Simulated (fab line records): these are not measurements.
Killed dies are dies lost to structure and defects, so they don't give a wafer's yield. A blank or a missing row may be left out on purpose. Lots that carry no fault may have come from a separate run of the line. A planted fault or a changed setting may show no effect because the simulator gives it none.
Matching of chambers	flow n5-finfet	rie-diel-01 running N5_BEOL_M8_ETCH_62: 4 sister chambers
The step etches SOC in N2/H2, target depth 110 nm, overetch 22 nm, time 165 s. 8 wafers are shown with their chamber, then 6 later ones without.

== EACH WAFER AND ITS CHAMBER ==
wafer	chamber	drypump-motor-current-A (A)	showerhead-plenum-p-Torr (Torr)
L898.1	3	6.4	2.51
L902.2	3	6.4	2.51
L902.3	2	5.6	2.52
L901.1	1	5.9	2.48
L901.4	0	6.2	2.69
L901.6	0	6.2	2.69
L916.3	2	5.6	2.50
L916.6	1	6.0	2.46

== WAFERS MISSING THEIR CHAMBER ==
wafer	drypump-motor-current-A (A)	showerhead-plenum-p-Torr (Torr)
L917.1	6.0	2.46
L917.3	6.4	2.50
L917.4	6.2	2.67
L920.2	6.2	2.67
L920.3	5.9	2.46
L920.6	6.0	2.46

== WHICH CHAMBER EACH WENT THROUGH ==
wafer	from the rows above	in truth
L917.1	1	1
L917.3	3	3
L917.4	0	0
L920.2	0	0
L920.3	1	1
L920.6	1	1
Correctly placed: 6 of 6. Number that these rows cannot place: 0. 0 placed wrongly.
How it was worked out, from the rows above alone: a wafer's distance from a chamber is the root of the sum, over the readings, of the square of ((its reading less the chamber's mean) divided by the reading's scatter). The wafer belongs to the nearest chamber; if the next one is less than 2 further off, it can't be placed. For every chamber, the mean is computed from those of its wafers that are shown. How the scatter is found: for the shown wafers, subtract from each reading the mean of its chamber, square and add these, divide the total by (wafers less chambers), then take the root.
